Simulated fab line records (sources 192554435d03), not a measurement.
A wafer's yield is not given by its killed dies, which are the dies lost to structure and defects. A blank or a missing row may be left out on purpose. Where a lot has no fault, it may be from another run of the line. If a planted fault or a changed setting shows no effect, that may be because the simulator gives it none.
Chamber matching || flow n5_finfet || cmp-01 running N5_HKMG_FIN_CMP_23: 4 sister chambers
The step polishes, stops on SiNx, t overpolish 10 s, target thk 46.326 nm. 18 wafers are shown with their chamber, then 9 later ones without.

## WAFERS, EACH WITH ITS CHAMBER
{"wafer": "L074.2", "chamber": 1, "time_to_endpoint_s (s)": 13.5, "motor_current_A (A)": 13.3, "retaining_ring_pressure_frac": 1.004}
{"wafer": "L074.5", "chamber": 1, "time_to_endpoint_s (s)": 12.8, "motor_current_A (A)": 13.9, "retaining_ring_pressure_frac": 1.009}
{"wafer": "L074.6", "chamber": 2, "time_to_endpoint_s (s)": 11.5, "motor_current_A (A)": 11.4, "retaining_ring_pressure_frac": 1.012}
{"wafer": "L078.1", "chamber": 3, "time_to_endpoint_s (s)": 11.4, "motor_current_A (A)": 12.4, "retaining_ring_pressure_frac": 1.002}
{"wafer": "L078.4", "chamber": 1, "time_to_endpoint_s (s)": 10.8, "motor_current_A (A)": 12.8, "retaining_ring_pressure_frac": 1.006}
{"wafer": "L078.6", "chamber": 3, "time_to_endpoint_s (s)": 14.8, "motor_current_A (A)": 12.1, "retaining_ring_pressure_frac": 0.992}
{"wafer": "L079.2", "chamber": 0, "time_to_endpoint_s (s)": 14.7, "motor_current_A (A)": 12.2, "retaining_ring_pressure_frac": 1.001}
{"wafer": "L079.3", "chamber": 3, "time_to_endpoint_s (s)": 16.1, "motor_current_A (A)": 11.7, "retaining_ring_pressure_frac": 0.993}
{"wafer": "L079.4", "chamber": 1, "time_to_endpoint_s (s)": 14.2, "motor_current_A (A)": 12.6, "retaining_ring_pressure_frac": 1.010}
{"wafer": "L080.1", "chamber": 0, "time_to_endpoint_s (s)": 12.7, "motor_current_A (A)": 11.0, "retaining_ring_pressure_frac": 0.997}
{"wafer": "L080.3", "chamber": 1, "time_to_endpoint_s (s)": 13.5, "motor_current_A (A)": 12.9, "retaining_ring_pressure_frac": 0.999}
{"wafer": "L080.4", "chamber": 3, "time_to_endpoint_s (s)": 16.6, "motor_current_A (A)": 12.7, "retaining_ring_pressure_frac": 1.002}
{"wafer": "L083.1", "chamber": 0, "time_to_endpoint_s (s)": 15.7, "motor_current_A (A)": 11.9, "retaining_ring_pressure_frac": 1.001}
{"wafer": "L083.3", "chamber": 3, "time_to_endpoint_s (s)": 17.3, "motor_current_A (A)": 12.5, "retaining_ring_pressure_frac": 1.006}
{"wafer": "L083.4", "chamber": 2, "time_to_endpoint_s (s)": 9.4, "motor_current_A (A)": 12.3, "retaining_ring_pressure_frac": 1.005}
{"wafer": "L084.1", "chamber": 2, "time_to_endpoint_s (s)": 7.4, "motor_current_A (A)": 12.4, "retaining_ring_pressure_frac": 0.992}
{"wafer": "L084.3", "chamber": 3, "time_to_endpoint_s (s)": 13.7, "motor_current_A (A)": 12.3, "retaining_ring_pressure_frac": 0.998}
{"wafer": "L084.6", "chamber": 3, "time_to_endpoint_s (s)": 12.7, "motor_current_A (A)": 12.0, "retaining_ring_pressure_frac": 1.000}

SIGNATURES (means of the wafers above)
{"reading": "time_to_endpoint_s", "chamber 0": 14.367, "chamber 1": 12.960, "chamber 2": 9.433, "chamber 3": 14.657, "scatter within a chamber": 1.85}
{"reading": "motor_current_A", "chamber 0": 11.700, "chamber 1": 13.100, "chamber 2": 12.033, "chamber 3": 12.243, "scatter within a chamber": 0.472}
{"reading": "retaining_ring_pressure_frac", "chamber 0": 0.99967, "chamber 1": 1.00560, "chamber 2": 1.00300, "chamber 3": 0.99900, "scatter within a chamber": 0.00566}
Rule: a wafer's distance from a chamber is the root of the sum, over the readings, of the square of ((its reading less the chamber's mean) divided by the reading's scatter). If the next closest chamber is less than 2 further off than the closest, the wafer can't be placed; otherwise it belongs to the closest. The scatter: the root of (the sum of the squares of (reading less its chamber's mean) over the shown wafers, divided by (wafers less chambers)).

## WAFERS WITH NO CHAMBER GIVEN
{"wafer": "L091.1", "time_to_endpoint_s (s)": 10.5, "motor_current_A (A)": 11.9, "retaining_ring_pressure_frac": 1.003}
{"wafer": "L091.5", "time_to_endpoint_s (s)": 12.4, "motor_current_A (A)": 11.6, "retaining_ring_pressure_frac": 1.005}
{"wafer": "L091.6", "time_to_endpoint_s (s)": 13.4, "motor_current_A (A)": 13.7, "retaining_ring_pressure_frac": 0.991}
{"wafer": "L092.4", "time_to_endpoint_s (s)": 15.2, "motor_current_A (A)": 13.5, "retaining_ring_pressure_frac": 0.996}
{"wafer": "L092.5", "time_to_endpoint_s (s)": 15.9, "motor_current_A (A)": 11.7, "retaining_ring_pressure_frac": 0.993}
{"wafer": "L092.6", "time_to_endpoint_s (s)": 16.9, "motor_current_A (A)": 13.7, "retaining_ring_pressure_frac": 1.000}
{"wafer": "L095.1", "time_to_endpoint_s (s)": 15.3, "motor_current_A (A)": 12.2, "retaining_ring_pressure_frac": 0.997}
{"wafer": "L095.4", "time_to_endpoint_s (s)": 11.2, "motor_current_A (A)": 13.1, "retaining_ring_pressure_frac": 1.008}
{"wafer": "L095.5", "time_to_endpoint_s (s)": 14.6, "motor_current_A (A)": 12.0, "retaining_ring_pressure_frac": 0.992}

## WHICH CHAMBER EACH ONE RAN IN
{"wafer": "L091.1", "from the rows above": "can't be placed: 2 or 0 or 3", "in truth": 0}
{"wafer": "L091.5", "from the rows above": "can't be placed: 0 or 2 or 3 or 1", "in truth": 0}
{"wafer": "L091.6", "from the rows above": "can't be placed: 1 or 3 or 0 or 2", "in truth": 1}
{"wafer": "L092.4", "from the rows above": "can't be placed: 1 or 3 or 0", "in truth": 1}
{"wafer": "L092.5", "from the rows above": "can't be placed: 0 or 3", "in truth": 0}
{"wafer": "L092.6", "from the rows above": "can't be placed: 1 or 3 or 0", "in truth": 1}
{"wafer": "L095.1", "from the rows above": "can't be placed: 3 or 0", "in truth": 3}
{"wafer": "L095.4", "from the rows above": "can't be placed: 1 or 2", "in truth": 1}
{"wafer": "L095.5", "from the rows above": "can't be placed: 3 or 0", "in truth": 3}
0 of 9 placed correctly. These rows do not allow placing 9 (true chamber among the candidates in 9). Wrongly placed: 0.
